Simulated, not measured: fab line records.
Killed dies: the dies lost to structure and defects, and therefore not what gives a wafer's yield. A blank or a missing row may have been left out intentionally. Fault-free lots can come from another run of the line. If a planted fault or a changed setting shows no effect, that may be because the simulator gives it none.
fab line records	flow nandHarc
[record] lots = 5	wafers = 15	lastDay = 30
route steps=1302 shown A_CHANNEL_HOLE_D2@604 A_CHANNEL_FILL_D2@610 A_STAIRCASE@639 END@1302
lots that met no fault: from a run of the same line without faults
startH: start of the lot's first displayed wafer, in hours after the record's first day	waitH: how many hours have passed since the lot's step before this one	" same as the row above	L1.1+2: a row that stands for several wafers	- no value present, or no start provided	* or withheld: withheld	< > ~ a bound
route shown NAME@n: NAME is a module with steps in the file, n the number in the route of the first one	usual: mean/standard deviation of fault-free wafers	same: alike in all rows	chamber/n: place in a boat	sites: each site's reading	_std_site: the standard deviation of these	_edge_site: mean of outer sites minus mean of inner sites	radiusMm: how far each site lies from the wafer's centre	mask NAME#n: copy n	behind: tool/chamber where the wafer was last shaped	hold: what put the lot on hold/how long, in hours/how the hold closed	device: which transistor (n, p or np) failed to switch	end of line: the route-end tests of the same wafers	a step with no rows: only its recipe	killed: not the wafer's yield, but the dies lost to structure and defects at the first sort	map: dies across one wafer; x = killed, . = not, _ = none there
set.NAME: the run value of the setting; set.NAME@STEP: its run value at that earlier step	model.NAME: the simulator's own value behind a step, which no gauge read
lots at some steps of the route; a table a step, a row a wafer
services: when a tool's chamber went out of use (startH, in hours from the record's first day, below 0 if earlier), for how many hours, and the reason
[[steps]]
[step NHARC_A_CHANNEL_HOLE_D2_STRIP_28]
[recipe] o2FlowSccm = 500	arFlowSccm = 0	biasW = 0	chemistry = O2
[step NHARC_A_CHANNEL_HOLE_D2_PRECLEAN_29]
[recipe] timeS = *	tempC = 50	bathAgeMin = 0	chemistry = SC1
[step NHARC_A_CHANNEL_HOLE_D2_SRD_30]
[step NHARC_A_CHANNEL_HOLE_D2_CD_MEAS_31]
[usual] cdNm = 90.1/1.3
lot.wafer	tool	chamber	startH	waitH	cdNm
L612.2	cdSem-01	-	305.87	-	90.8
L612.3	"	-	"	"	89.6
L612.4	"	-	"	"	87.8
L617.3	cdSem-02	-	344.55	-	89.4
L617.4	"	-	"	"	88.1
L617.6	"	-	"	"	88.3
L621.3	cdSem-02	-	392.78	-	90.7
L621.4	"	-	"	"	89.5
L621.6	"	-	"	"	90.0
L622.1	cdSem-01	-	404.45	-	91.3
L622.4	"	-	"	"	90.2
L622.5	"	-	"	"	90.7
L626.1	cdSem-01	-	448.53	-	91.4
L626.3	"	-	"	"	91.7
L626.6	"	-	"	"	90.3
[step NHARC_A_CHANNEL_HOLE_D2_XSEM_32]
[recipe] landingEnergyEv = 35000
[usual] botCdNm = 74.8/1.5	bowNm = 8.62/0.28	tiltDeg = 0.08/0.038
[same] landingEnergyEv = 35000
lot.wafer	tool	chamber	startH	waitH	botCdNm	bowNm	tiltDeg
L612.2	xsem-01	0	305.95	0.1	74.7	8.49	0.07
L612.3	"	0	"	"	73.9	8.56	0.07
L612.4	"	0	"	"	71.8	8.44	0.07
L617.3	xsem-01	0	344.64	0.1	74.2	8.79	0.06
L617.4	"	0	"	"	72.3	8.81	0.06
L617.6	"	0	"	"	72.0	8.76	0.06
L621.3	xsem-01	0	392.86	0.1	75.8	8.99	0.06
L621.4	"	0	"	"	73.4	8.98	0.07
L621.6	"	0	"	"	74.3	9.00	0.07
L622.1	xsem-02	0	404.54	0.1	76.4	8.28	0.05
L622.4	"	0	"	"	75.1	8.33	0.05
L622.5	"	0	"	"	75.0	8.27	0.05
L626.1	xsem-01	0	448.61	0.1	75.4	8.28	0.05
L626.3	"	0	"	"	77.5	8.23	0.05
L626.6	"	0	"	"	74.9	8.20	0.05
[step NHARC_A_CHANNEL_HOLE_D2_INSPECT_40]
[usual] rawDefectCount = 275/94
lot.wafer	tool	chamber	startH	waitH	rawDefectCount
L612.2	defectInspect-02	-	306.05	-	219
L612.3	"	-	"	"	205
L612.4	"	-	"	"	199
L617.3	defectInspect-01	-	344.73	-	358
L617.4	"	-	"	"	227
L617.6	"	-	"	"	231
L621.3	defectInspect-02	-	392.96	-	200
L621.4	"	-	"	"	190
L621.6	"	-	"	"	145
L622.1	defectInspect-02	-	404.64	-	206
L622.4	"	-	"	"	314
L622.5	"	-	"	"	240
L626.1	defectInspect-01	-	448.71	-	235
L626.3	"	-	"	"	256
L626.6	"	-	"	"	227
[step NHARC_A_CHANNEL_FILL_D2_PRECLEAN_00]
[recipe] timeS = *	tempC = 50	bathAgeMin = 0	chemistry = SC1
[step NHARC_A_CHANNEL_FILL_D2_SRD_01]
[step NHARC_A_CHANNEL_FILL_D2_ALD_02]
[recipe] targetThkA = 60	pulseTimeS = 10	aldCycles = 60	tempC = 300	material = SiO2
[step NHARC_A_CHANNEL_FILL_D2_ALD_03]
[recipe] targetThkA = 60	pulseTimeS = 60	aldCycles = 58	tempC = 630	pressureTorr = 2	material = SiNx
[usual] precursorPulseHeightRel = 1.001/0.021
[same] pulseTimeS = 60
lot.wafer	tool	chamber	startH	waitH	precursorPulseHeightRel
L612.2	aldSinBatch-03	0	-	-	0.985
L612.3	"	0	"	"	1.016
L612.4	"	0	"	"	1.004
L617.3	aldSinBatch-01	0	-	-	0.999
L617.4	"	0	"	"	1.027
L617.6	"	0	"	"	1.009
L621.3	aldSinBatch-03	0	-	-	0.981
L621.4	"	0	"	"	0.971
L621.6	"	0	"	"	1.015
L622.1	aldSinBatch-01	0	-	-	1.003
L622.4	"	0	"	"	0.978
L622.5	"	0	"	"	0.978
L626.1	aldSinBatch-03	0	-	-	0.955
L626.3	"	0	"	"	1.005
L626.6	"	0	"	"	1.004
[step NHARC_A_CHANNEL_FILL_D2_ALD_14]
[recipe] targetThkA = 25	pulseTimeS = 10	aldCycles = 25	tempC = 300	material = SiO2
[step NHARC_A_CHANNEL_FILL_D2_ALD_15]
[recipe] targetThkA = 20	pulseTimeS = 60	aldCycles = 19	tempC = 630	pressureTorr = 2	material = SiNx
[step NHARC_A_CHANNEL_FILL_D2_ALD_16]
[recipe] targetThkA = 15	pulseTimeS = 10	aldCycles = 15	tempC = 300	material = SiO2
[usual] heaterPowerW = 460/35	precursorPulseHeightRel = 1.001/0.018
[same] pulseTimeS = 10
lot.wafer	tool	chamber	startH	waitH	heaterPowerW	precursorPulseHeightRel
L612.4	aldHk-04	2	319.64	0.1	494	0.986
L612.2	"	0	"	"	452	1.002
L612.3	"	1	"	"	412	0.994
L617.4	aldHk-01	0	357.33	0.2	442	0.997
L617.3	"	2	"	"	456	0.997
L617.6	"	0	"	"	422	1.000
L621.3	aldHk-03	2	405.41	0.0	447	1.044
L621.4	"	3	"	"	518	1.002
L621.6	"	2	"	"	446	0.992
L622.1	aldHk-04	2	417.02	0.0	476	0.994
L622.4	"	3	"	"	514	1.018
L622.5	"	3	"	"	513	0.983
L626.3	aldHk-04	2	460.24	0.3	481	0.938
L626.1	"	3	"	"	526	1.008
L626.6	"	1	"	"	423	0.994
[step NHARC_A_CHANNEL_FILL_D2_ANNEAL_17]
[recipe] tempC = 850	timeS = 1800
[step NHARC_A_CHANNEL_FILL_D2_CVD_18]
[recipe] targetThkA = 30	tempC = 550	material = poly-Si
[step NHARC_A_CHANNEL_FILL_D2_ETCHBACK_19]
[recipe] targetDepthA = 50	timeS = 1.7	hbrFlowSccm = 150	cl2FlowSccm = 50	rfW = 400	icpW = 400	biasW = 100	chemistry = HBr/Cl2
[step NHARC_A_CHANNEL_FILL_D2_ETCHBACK_20]
[recipe] targetDepthA = 270	timeS = 13.5	c4f8FlowSccm = withheld	o2FlowSccm = 8	arFlowSccm = withheld	rfW = 600	biasW = 1500	chemistry = C4F8/O2/Ar
[step NHARC_A_CHANNEL_FILL_D2_STRIP_28]
[recipe] timeS = 20	o2FlowSccm = 500	arFlowSccm = 0	biasW = 0	chemistry = O2
[usual] drypumpMotorCurrentA = 5.7/0.58	oesProductAu = 1.000/0.01	rfVppV = 57.6/0.96	showerheadPlenumPTorr = 3.44/0.12	throttleValvePct = 17.037/0.011
lot.wafer	tool	chamber	startH	waitH	drypumpMotorCurrentA	oesProductAu	rfHoursCounterH	rfVppV	showerheadPlenumPTorr	throttleValvePct
L612.3	rieDiel-13	1	329.24	0.1	5.3	1.010	3	57.8	3.34	17.029
L612.2	"	3	"	"	5.4	0.990	3	58.5	3.45	17.043
L612.4	"	0	"	"	5.4	0.995	3	56.2	3.32	17.036
L617.3	rieDiel-10	0	369.20	0.1	6.1	0.999	22	57.5	3.73	17.034
L617.6	"	0	"	"	6.1	1.001	-	58.7	3.73	17.035
L617.4	"	2	"	"	6.5	0.983	-	57.7	3.34	17.036
L621.3	rieDiel-13	0	418.41	0.1	5.4	0.994	2	57.5	3.32	17.047
L621.4	"	2	"	"	5.0	0.987	2	57.4	3.33	17.043
L621.6	"	3	"	"	5.4	0.995	-	58.3	3.45	17.039
L622.4	rieDiel-13	2	432.16	0.1	5.0	0.997	2	56.4	3.33	17.020
L622.1	"	3	"	"	5.4	0.996	3	58.5	3.45	17.035
L622.5	"	1	"	"	5.3	0.993	-	57.9	3.34	17.046
L626.1	rieDiel-13	0	472.03	0.1	5.4	0.999	5	56.7	3.32	17.035
L626.3	"	2	"	"	5.0	0.996	4	57.8	3.32	17.036
L626.6	"	0	"	"	5.4	0.991	-	57.7	3.32	17.031
[step NHARC_A_CHANNEL_FILL_D2_PRECLEAN_21]
[recipe] timeS = 30	chemistry = dHF
[step NHARC_A_CHANNEL_FILL_D2_SRD_23]
[step NHARC_A_CHANNEL_FILL_D2_CVD_05]
[recipe] targetThkA = 50	tempC = 550	material = poly-Si
[step NHARC_A_CHANNEL_FILL_D2_ANNEAL_22]
[recipe] tempC = 620	timeS = 7200
[step NHARC_A_CHANNEL_FILL_D2_ALD_25]
[recipe] targetThkA = 600	pulseTimeS = 10	aldCycles = 600	tempC = 300	material = SiOx
[step NHARC_A_CHANNEL_FILL_D2_ETCHBACK_08]
[recipe] targetDepthA = 2200	timeS = 110	c4f8FlowSccm = 20	arFlowSccm = withheld	rfW = 600	biasW = 300	chemistry = C4F8
[usual] oesProductAu = 0.97/0.034	rfFwdPowerW = 596.2/2.2	rfVppV = 439.3/2.2
lot.wafer	tool	chamber	startH	waitH	oesProductAu	rfFwdPowerW	rfHoursCounterH	rfVppV
L612.4	rieDiel-12	1	-	-	0.99	598.9	2	440.5
L612.2	"	2	"	"	1.01	596.7	3	442.0
L612.3	"	3	"	"	0.99	596.1	2	439.2
L617.3	rieDiel-12	2	-	-	1.01	596.8	3	440.7
L617.4	"	3	"	"	0.99	599.7	3	439.3
L617.6	"	2	"	"	1.00	597.2	-	441.6
L621.3	rieDiel-12	0	-	-	0.97	598.0	5	438.3
L621.4	"	2	"	"	0.96	598.6	5	441.7
L621.6	"	0	"	"	0.97	597.4	-	436.8
L622.1	rieDiel-10	2	-	-	1.00	596.9	3	438.1
L622.4	"	3	"	"	0.99	596.1	4	436.4
L622.5	"	2	"	"	1.00	597.2	-	437.9
L626.1	rieDiel-10	1	-	-	1.01	595.1	8	441.8
L626.3	"	2	"	"	0.99	597.8	9	437.1
L626.6	"	1	"	"	1.01	594.2	-	441.1
[step NHARC_A_CHANNEL_FILL_D2_STRIP_29]
[recipe] timeS = 20	o2FlowSccm = 500	arFlowSccm = 0	biasW = 0	chemistry = O2
[step NHARC_A_CHANNEL_FILL_D2_PRECLEAN_30]
[recipe] timeS = 30	chemistry = dHF
[step NHARC_A_CHANNEL_FILL_D2_SRD_31]
[step NHARC_A_CHANNEL_FILL_D2_CVD_09]
[recipe] targetThkA = 1500	tempC = 620	pressureMtorr = 200	timeS = 3000	material = poly-Si
[step NHARC_A_CHANNEL_FILL_D2_CMP_10]
[recipe] targetThkNm = 150
[step NHARC_A_CHANNEL_FILL_D2_SRD_12]
[step NHARC_A_CHANNEL_FILL_D2_RTA_24]
[recipe] tempC = 1000	timeS = 5
[step NHARC_A_STAIRCASE_DEP_156]
[recipe] targetThkA = 500	tempC = 400	targetThkNm = 50	flowSccm = 200	rfW = 450	material = SiNx
[usual] heaterPowerW = 703/140	rfFwdPowerW = 448.2/1.5
lot.wafer	tool	chamber	startH	waitH	heaterPowerW	rfFwdPowerW
L612.3	pecvd-04	2	356.74	0.1	656	448.2
L612.2	"	0	"	"	887	447.8
L612.4	"	1	"	"	647	449.7
L617.3	pecvd-04	0	393.58	0.1	888	450.2
L617.6	"	2	"	"	597	448.6
L617.4	"	0	"	"	881	451.2
L621.3	pecvd-04	1	440.03	0.1	539	448.0
L621.6	"	1	"	"	538	447.5
L621.4	"	2	"	"	664	448.5
L622.1	pecvd-03	1	456.01	0.1	707	447.2
L622.5	"	2	"	"	476	450.3
L622.4	"	0	"	"	904	446.7
L626.3	pecvd-04	1	495.71	0.1	545	450.2
L626.1	"	0	"	"	816	446.8
L626.6	"	1	"	"	577	447.4
[step NHARC_A_STAIRCASE_DEHYDRATE_158]
[recipe] tempC = 150	timeS = 120
[step NHARC_A_STAIRCASE_HMDS_159]
[recipe] timeS = 30
[step NHARC_A_STAIRCASE_COAT_160]
[recipe] spinRpm = 1200
[step NHARC_A_STAIRCASE_SOFTBAKE_161]
[recipe] tempC = 135	timeS = 170
[step NHARC_A_STAIRCASE_EBR_162]
[step NHARC_A_STAIRCASE_EXPOSE_163]
[recipe] na = 0.5	doseMj = 20.01	maskId = STAIR_OPEN
[step NHARC_END_SORT_01]
[recipe] tempC = 25
[usual] killedAtArray = 50/20	killedAtOther = 1.2/1.5	killedAtPeriphery = 3.6/2.6	killedDies = 55/20	killedOpen = 3.4/2	killedShort = 2.7/1.6
[same] grossDies = 677
lot.wafer	tool	chamber	startH	waitH	killedAtArray	killedAtOther	killedAtPeriphery	killedDies	killedOpen	killedShort
L612.2	prober-02	0	575.00	2.8	14	3	2	19	1	4
L612.3	prober-02	0	575.80	3.1	19	3	3	25	2	5
L612.4	prober-02	0	576.59	3.4	14	1	1	16	1	6
L617.3	prober-01	0	597.13	3.1	63	1	0	64	4	1
L617.4	prober-01	0	597.92	3.4	84	0	1	85	3	4
L617.6	prober-01	0	599.50	3.9	74	0	4	78	1	5
L621.3	prober-01	0	654.57	3.1	35	1	5	41	4	2
L621.4	prober-01	0	655.37	3.4	28	1	4	33	3	1
L621.6	prober-01	0	656.97	4.0	32	1	6	39	2	3
L622.1	prober-02	0	664.36	2.5	47	1	1	49	3	3
L622.4	prober-02	0	666.81	3.5	52	1	2	55	4	2
L622.5	prober-02	0	667.63	3.8	54	0	3	57	4	1
L626.1	prober-02	0	711.83	2.5	116	0	14	130	3	5
L626.3	prober-02	0	713.42	3.1	85	3	8	96	2	3
L626.6	prober-02	0	715.81	4.0	113	0	9	122	5	1
// killed by level:class
L612.2 A_CHANNEL_HOLE_D2:chamberFilmFlake=8 THIN_TSV:chamberFilmFlake=2 P_GATE:geometricParticle:short=1 A_CHANNEL_HOLE_D1:geometricParticle:short=1 A_CHANNEL_FILL_D1:geometricParticle:open=1 A_SGD_CUT:geometricParticle:short=1 STARTING-WAFER:geometricParticle:short=1 P_CONTACT:chamberFilmFlake=1
L612.3 A_CHANNEL_HOLE_D2:chamberFilmFlake=8 THIN_TSV:chamberFilmFlake=3 A_ONON_D2:geometricParticle:short=2 A_CHANNEL_HOLE_D1:chamberFilmFlake=2 A_STAIRCASE:chamberFilmFlake=2 P_CONTACT:geometricParticle:short=1 A_CHANNEL_FILL_D1:geometricParticle:open=1 A_CHANNEL_FILL_D1:geometricParticle:short=1
L612.4 A_CHANNEL_FILL_D1:geometricParticle:short=3 A_CHANNEL_HOLE_D2:chamberFilmFlake=3 A_DECK1_JOINT:chamberFilmFlake=2 A_STAIRCASE:chamberFilmFlake=2 P_M0:geometricParticle:open=1 A_ONON_D2:geometricParticle:short=1 A_WL_FILL:geometricParticle:short=1 A_BLC:geometricParticle:short=1
L617.3 A_CHANNEL_HOLE_D2:chamberFilmFlake=34 A_STAIRCASE:chamberFilmFlake=12 A_SLIT:chamberFilmFlake=6 A_CHANNEL_HOLE_D1:chamberFilmFlake=4 A_CONTACT:chamberFilmFlake=3 A_CONTACT:geometricParticle:open=2 A_DECK1_JOINT:geometricParticle:short=1 A_WL_FILL:geometricParticle:open=1
L617.4 A_CHANNEL_HOLE_D2:chamberFilmFlake=36 A_SLIT:chamberFilmFlake=30 A_STAIRCASE:chamberFilmFlake=6 A_ZERO_WELL:chamberFilmFlake=2 A_DECK1_JOINT:geometricParticle:short=1 A_CHANNEL_HOLE_D2:geometricParticle:short=1 A_SGD_CUT:geometricParticle:open=1 A_SGD_CUT:geometricParticle:short=1
L617.6 A_SLIT:chamberFilmFlake=26 A_CHANNEL_HOLE_D2:chamberFilmFlake=24 A_STAIRCASE:chamberFilmFlake=7 A_CONTACT:chamberFilmFlake=6 P_GATE:chamberFilmFlake=2 A_ZERO_WELL:chamberFilmFlake=2 A_CHANNEL_HOLE_D1:chamberFilmFlake=2 P_STI:geometricParticle:short=1
L621.3 A_CHANNEL_HOLE_D2:chamberFilmFlake=9 A_STAIRCASE:chamberFilmFlake=7 A_CHANNEL_HOLE_D1:chamberFilmFlake=5 P_ZERO_WELL:chamberFilmFlake=3 A_CONTACT:chamberFilmFlake=3 A_CHANNEL_FILL_D1:chamberFilmFlake=2 A_SLIT:chamberFilmFlake=2 A_ONON_D1:geometricParticle:open=1
L621.4 A_CHANNEL_HOLE_D2:chamberFilmFlake=15 P_ZERO_WELL:chamberFilmFlake=3 A_STAIRCASE:chamberFilmFlake=3 A_CONTACT:chamberFilmFlake=3 A_DECK1_JOINT:geometricParticle:short=1 A_WL_FILL:geometricParticle:open=1 A_M0:geometricParticle:open=1 A_M1:geometricParticle:open=1
L621.6 A_CHANNEL_HOLE_D2:chamberFilmFlake=15 A_CONTACT:chamberFilmFlake=7 A_STAIRCASE:chamberFilmFlake=4 P_ZERO_WELL:chamberFilmFlake=2 P_M1:chamberFilmFlake=2 P_M1:geometricParticle:open=1 A_CHANNEL_HOLE_D2:geometricParticle:short=1 A_CHANNEL_FILL_D2:geometricParticle:short=1
L622.1 A_CHANNEL_HOLE_D1:chamberFilmFlake=30 A_CONTACT:chamberFilmFlake=6 A_SLIT:chamberFilmFlake=2 P_CONTACT:geometricParticle:open=1 A_DECK1_JOINT:geometricParticle:short=1 A_ONON_D2:geometricParticle:short=1 A_ONON_D2:geometricParticle:open=1 A_CHANNEL_FILL_D2:geometricParticle:open=1
L622.4 A_CHANNEL_HOLE_D1:chamberFilmFlake=35 A_CONTACT:chamberFilmFlake=7 A_SLIT:chamberFilmFlake=4 P_CONTACT:geometricParticle:open=2 A_CHANNEL_FILL_D2:geometricParticle:short=2 A_CHANNEL_FILL_D2:geometricParticle:open=2 A_CHANNEL_FILL_D1:chamberFilmFlake=1 A_CHANNEL_HOLE_D2:chamberFilmFlake=1
L622.5 A_CHANNEL_HOLE_D1:chamberFilmFlake=38 A_CONTACT:chamberFilmFlake=9 A_CHANNEL_HOLE_D2:chamberFilmFlake=2 P_STI:geometricParticle:short=1 P_CONTACT:geometricParticle:open=1 A_CHANNEL_FILL_D1:geometricParticle:open=1 A_SGD_CUT:geometricParticle:open=1 A_BLC:geometricParticle:open=1
L626.1 A_CHANNEL_FILL_D2:unspecified=73 A_CHANNEL_HOLE_D1:chamberFilmFlake=31 P_BONDPAD:chamberFilmFlake=6 A_SLIT:chamberFilmFlake=5 P_M0:chamberFilmFlake=4 P_M0:geometricParticle:short=2 A_SOURCE_PLATE:geometricParticle:short=2 P_M0:geometricParticle:open=1
L626.3 A_CHANNEL_FILL_D2:unspecified=43 A_CHANNEL_HOLE_D1:chamberFilmFlake=34 P_BONDPAD:chamberFilmFlake=3 HYBRID_BOND:chamberFilmFlake=3 P_GATE:chamberFilmFlake=2 P_M0:chamberFilmFlake=2 A_SLIT:chamberFilmFlake=2 P_STI:geometricParticle:short=1
L626.6 A_CHANNEL_FILL_D2:unspecified=69 A_CHANNEL_HOLE_D1:chamberFilmFlake=36 A_SLIT:chamberFilmFlake=5 P_GATE:chamberFilmFlake=3 P_CONTACT:geometricParticle:open=2 P_M0:geometricParticle:open=2 A_DECK1_JOINT:chamberFilmFlake=2 P_STI:geometricParticle:open=1
// map L626.1 (x killed, . not)
____________.____________
_________......._________
_______....x..x..._______
______......x......______
_____..............._____
____......x...x......____
____.........x.......____
___.........x.........___
___...................___
__...................x.__
__...................x.__
_.............x......x.._
_......................._
_......................._
_...x...............x..._
_......................._
...x..............x......
.........................
...................x.....
x..................x.x...
.....................x...
_.....x................._
_............x.........._
_.....xx................_
_.....xxxxx....xx......._
_...x..xx...x.x........._
__..xxx.xx..x.xxxx.....__
__....xxx...xxxxxxx....__
___.xx.xxx..xxxxxxx...___
___....x..xxxxxxxxx...___
____xxx.x.x.xxxxxxxx.____
____..xxx..xxxxxxxxx.____
_____....x.x.xxxxxxx_____
______......xxxxxxx______
_______xx...xxxxxx_______
_________...xx.x_________
____________.____________
// map L612.3 (x killed, . not)
____________.____________
_________......._________
_______..........._______
______.............______
_____..............._____
____.................____
____.................____
___...................___
___...................___
__.....................__
__.....................__
_............x.........._
_....x.x................_
_..........x............_
_......................._
_......................._
.................x.......
..................x..x...
.......................x.
............x......xxx...
...................x.....
_..x................x.x._
_..................x..x._
_......................._
_......................._
_..............x........_
__.....................__
__....................x__
___....x..............___
___x..................___
____....x............____
____.............x...____
_____..............._____
______............x______
_______..........._______
_________......._________
____________.____________
[[services]]
tool	chamber	startH	hours	kind
pecvd-04	0	282.00	-	clean
pecvd-04	1	282.00	-	clean
aldHk-01	-	284.26	0.7	repair
aldHk-01	-	298.55	10.0	pm
pecvd-04	-	308.10	0.3	repair
rieDiel-12	3	313.86	5.0	repair
pecvd-03	-	339.29	1.7	repair
rieDiel-13	-	342.00	9.0	pm
rieDiel-12	1	360.75	5.7	repair
aldHk-04	-	362.84	1.4	repair
rieDiel-10	1	364.05	13.9	repair
pecvd-03	-	366.01	13.0	pm
rieDiel-10	0	370.82	8.7	repair
xsem-01	-	374.00	14.0	pm
rieDiel-12	1	401.38	16.1	repair
aldHk-04	-	406.70	0.8	repair
rieDiel-10	-	419.59	9.0	pm
rieDiel-13	0	443.35	5.9	repair
rieDiel-12	-	445.42	9.0	pm
rieDiel-13	-	447.27	0.5	repair
pecvd-04	-	450.00	13.0	pm
aldHk-01	-	476.55	10.0	pm
rieDiel-13	0	482.89	18.1	repair
rieDiel-12	0	486.85	2.8	repair
[[key]]
[firstSign] step = NHARC_END_SORT_01	reading = killedDies	direction = up	sigmas = 3.1	usual = 55	struck = 116
[effect] step = NHARC_END_SORT_01	reading = killedAtArray	direction = up	sigmas = 2.8	usual = 50	struck = 105
[moreKillsBornAt] NHARC_A_CHANNEL_FILL_D2_ALD_16@aldHk-04 = 185
metAt NHARC_A_CHANNEL_FILL_D2_ALD_16
struckWafers L626.1,L626.3,L626.6
testerLeftOut L626
onsetBetween 417.02 460.24
alsoFits time
[fault] kind = chamberParticleSource	tool = aldHk-04	chamber = -	onsetH = 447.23	steps = NHARC_A_CHANNEL_FILL_D2_ALD_16	ratePerVisitCm2 = 0.64001	endH = 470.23
// testerLeftOut: of these lots the tester's yield and bins aren't shown, on N5 and GAA mostly nor the transistor test; their killed dies are dies lost to structure and defects alone, not to doping, threshold or leakage, so they don't give the yield
